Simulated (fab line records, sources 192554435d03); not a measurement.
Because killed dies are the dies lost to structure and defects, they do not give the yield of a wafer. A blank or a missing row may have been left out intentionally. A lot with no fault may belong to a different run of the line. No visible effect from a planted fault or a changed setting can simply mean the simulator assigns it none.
Split-lot trial :: flow n5Finfet :: 7 lots, 21 wafers read, on a route of 1938 steps

## THE SPLIT ITSELF
At N5_BEOL_M1_COAT_05 (resist thk 30 nm), the setting spinRpm was moved away from the recipe's 1500 rpm on 7 of the 21 wafers read, by -9.4% to +9.3%. All remaining wafers had this setting at the recipe value.

## FROM THE SPLIT TO THE READING: what the file shows between them, 4 steps
- N5_BEOL_M1_EBR_07
- N5_BEOL_M1_SOFTBAKE_06: time 60 s
- N5_BEOL_M1_DESCUM_16: chemistry O2, time 7 s
- N5_BEOL_M1_ETCH_74: etches underlayer in N2/H2, target depth 6.5 nm, time 5.2 s

## THE READING
CAR-EUV_of_BEOL_M1_COAT_05.thkNm (the simulator's own value, which no gauge read), in nm, at N5_BEOL_M1_ETCH_63 (etches SiARC in CF4, target depth 15.6 nm, time 26 s). The file does not state a usual value for it. Across the 14 wafers here that went through the recipe, the average is 11.2 nm and the standard deviation 0.082 nm.

wafer: L081.2
tool, chamber at the split: lithoTrack-04, 0
spinRpm as run, rpm: 1500
against the recipe: recipe
CAR-EUV_of_BEOL_M1_COAT_05.thkNm, nm: 11.2
against lot-mates on the recipe: -

wafer: L081.4
tool, chamber at the split: lithoTrack-04, 0
spinRpm as run, rpm: 1587
against the recipe: +5.8%
CAR-EUV_of_BEOL_M1_COAT_05.thkNm, nm: 10.2
against lot-mates on the recipe: -1.0

wafer: L081.6
tool, chamber at the split: lithoTrack-04, 0
spinRpm as run, rpm: 1587
against the recipe: +5.8%
CAR-EUV_of_BEOL_M1_COAT_05.thkNm, nm: 10.2
against lot-mates on the recipe: -1.0

wafer: L082.4
tool, chamber at the split: lithoTrack-01, 0
spinRpm as run, rpm: 1500
against the recipe: recipe
CAR-EUV_of_BEOL_M1_COAT_05.thkNm, nm: 11.4
against lot-mates on the recipe: -

wafer: L082.6
tool, chamber at the split: lithoTrack-01, 0
spinRpm as run, rpm: 1500
against the recipe: recipe
CAR-EUV_of_BEOL_M1_COAT_05.thkNm, nm: 11.4
against lot-mates on the recipe: -

wafer: L082.5
tool, chamber at the split: lithoTrack-01, 0
spinRpm as run, rpm: 1639
against the recipe: +9.3%
CAR-EUV_of_BEOL_M1_COAT_05.thkNm, nm: 10
against lot-mates on the recipe: -1.4

wafer: L085.2
tool, chamber at the split: lithoTrack-01, 0
spinRpm as run, rpm: 1608
against the recipe: +7.2%
CAR-EUV_of_BEOL_M1_COAT_05.thkNm, nm: 10.2
against lot-mates on the recipe: -1.1

wafer: L085.3
tool, chamber at the split: lithoTrack-01, 0
spinRpm as run, rpm: 1500
against the recipe: recipe
CAR-EUV_of_BEOL_M1_COAT_05.thkNm, nm: 11.2
against lot-mates on the recipe: -

wafer: L085.4
tool, chamber at the split: lithoTrack-01, 0
spinRpm as run, rpm: 1500
against the recipe: recipe
CAR-EUV_of_BEOL_M1_COAT_05.thkNm, nm: 11.4
against lot-mates on the recipe: -

wafer: L086.1
tool, chamber at the split: lithoTrack-04, 0
spinRpm as run, rpm: 1500
against the recipe: recipe
CAR-EUV_of_BEOL_M1_COAT_05.thkNm, nm: 11.2
against lot-mates on the recipe: -

wafer: L086.3
tool, chamber at the split: lithoTrack-04, 0
spinRpm as run, rpm: 1500
against the recipe: recipe
CAR-EUV_of_BEOL_M1_COAT_05.thkNm, nm: 11.2
against lot-mates on the recipe: -

wafer: L086.5
tool, chamber at the split: lithoTrack-04, 0
spinRpm as run, rpm: 1500
against the recipe: recipe
CAR-EUV_of_BEOL_M1_COAT_05.thkNm, nm: 11.2
against lot-mates on the recipe: -

wafer: L089.4
tool, chamber at the split: lithoTrack-03, 0
spinRpm as run, rpm: 1500
against the recipe: recipe
CAR-EUV_of_BEOL_M1_COAT_05.thkNm, nm: 11.2
against lot-mates on the recipe: -

wafer: L089.5
tool, chamber at the split: lithoTrack-03, 0
spinRpm as run, rpm: 1631
against the recipe: +8.7%
CAR-EUV_of_BEOL_M1_COAT_05.thkNm, nm: 9.8
against lot-mates on the recipe: -1.4

wafer: L089.6
tool, chamber at the split: lithoTrack-03, 0
spinRpm as run, rpm: 1631
against the recipe: +8.7%
CAR-EUV_of_BEOL_M1_COAT_05.thkNm, nm: 10
against lot-mates on the recipe: -1.2

wafer: L090.2
tool, chamber at the split: lithoTrack-03, 0
spinRpm as run, rpm: 1359
against the recipe: -9.4%
CAR-EUV_of_BEOL_M1_COAT_05.thkNm, nm: 12.8
against lot-mates on the recipe: +1.6

wafer: L090.3
tool, chamber at the split: lithoTrack-03, 0
spinRpm as run, rpm: 1500
against the recipe: recipe
CAR-EUV_of_BEOL_M1_COAT_05.thkNm, nm: 11.2
against lot-mates on the recipe: -

wafer: L090.4
tool, chamber at the split: lithoTrack-03, 0
spinRpm as run, rpm: 1500
against the recipe: recipe
CAR-EUV_of_BEOL_M1_COAT_05.thkNm, nm: 11.2
against lot-mates on the recipe: -

wafer: L097.4
tool, chamber at the split: lithoTrack-04, 0
spinRpm as run, rpm: 1500
against the recipe: recipe
CAR-EUV_of_BEOL_M1_COAT_05.thkNm, nm: 11.2
against lot-mates on the recipe: -

wafer: L097.5
tool, chamber at the split: lithoTrack-04, 0
spinRpm as run, rpm: 1500
against the recipe: recipe
CAR-EUV_of_BEOL_M1_COAT_05.thkNm, nm: 11.2
against lot-mates on the recipe: -

wafer: L097.6
tool, chamber at the split: lithoTrack-04, 0
spinRpm as run, rpm: 1500
against the recipe: recipe
CAR-EUV_of_BEOL_M1_COAT_05.thkNm, nm: 11.2
against lot-mates on the recipe: -

THE FIT
A straight line over all 21 wafers: CAR-EUV_of_BEOL_M1_COAT_05.thkNm changes by -0.156 nm for each +1% of spinRpm; r = -0.99; the points scatter about the line by 0.1 nm.
The same after taking each lot's own level away (the mean of its wafers on the recipe; 21 wafers): -0.158 nm for each +1%; r = -1.00; scatter 0.066 nm.
That fit puts the effect of the largest move of spinRpm on the reading at 1.5 nm.
Across the lots, their own levels run from 11.20 to 11.40 nm, a range of 2.4 times the standard deviation given above.
Consequently the slope shifts little with the lot-to-lot level, the two slopes agreeing.
Check: with one of the wafers moved furthest among these (-9.4%) left out of the fit, the line predicts +1.44 nm for it against its lot-mates. Against them it came out at +1.6 nm.

## ADDITIONAL SPLITS CARRIED BY THESE WAFERS
Note: prior to the reading, these wafers also went through further splits. Each is held against what the fit with the lots' levels taken away leaves over:
other split on the same wafers: N5_SDB_ALD_29 aldCycles
wafers away from the commonest value: 2
r with CAR-EUV_of_BEOL_M1_COAT_05.thkNm (lot level and that fit taken away): +0.13

other split on the same wafers: N5_HKMG_FIN_EXPOSE_09 doseMj
wafers away from the commonest value: 7
r with CAR-EUV_of_BEOL_M1_COAT_05.thkNm (lot level and that fit taken away): -0.03

other split on the same wafers: N5_HKMG_FIN_DEVELOP_11 developTimeS
wafers away from the commonest value: 5
r with CAR-EUV_of_BEOL_M1_COAT_05.thkNm (lot level and that fit taken away): -0.07

other split on the same wafers: N5_MOL_CONTACT_COAG_ALD_131 aldCycles
wafers away from the commonest value: 7
r with CAR-EUV_of_BEOL_M1_COAT_05.thkNm (lot level and that fit taken away): +0.38

other split on the same wafers: N5_BEOL_M0_SAQP_HM_DEP_02 targetThkA
wafers away from the commonest value: 6
r with CAR-EUV_of_BEOL_M1_COAT_05.thkNm (lot level and that fit taken away): -0.10

other split on the same wafers: N5_BEOL_M0_SAQP_COAT_81 spinRpm
wafers away from the commonest value: 4
r with CAR-EUV_of_BEOL_M1_COAT_05.thkNm (lot level and that fit taken away): -0.24

## THE WHOLE CHAIN: every reading that the file lists as answering this split, in the file's order
step: N5_BEOL_M1_COAT_05
what it does: resist thk 30 nm
reading: CAR-EUV_of_BEOL_M1_COAT_05.thkNm (the simulator's own value, which no gauge read)
change (the file's fit): -0.15 nm for each +1% of the setting
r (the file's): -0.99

step: N5_BEOL_M1_ETCH_63
what it does: etches SiARC in CF4, target depth 15.6 nm, time 26 s
reading: CAR-EUV_of_BEOL_M1_COAT_05.thkNm (the simulator's own value, which no gauge read)
change (the file's fit): -0.158 nm for each +1% of the setting
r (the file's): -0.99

## FILE'S OWN FIT
CAR-EUV_of_BEOL_M1_COAT_05.thkNm changes by -0.158 nm for each +1% of spinRpm, r = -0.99.
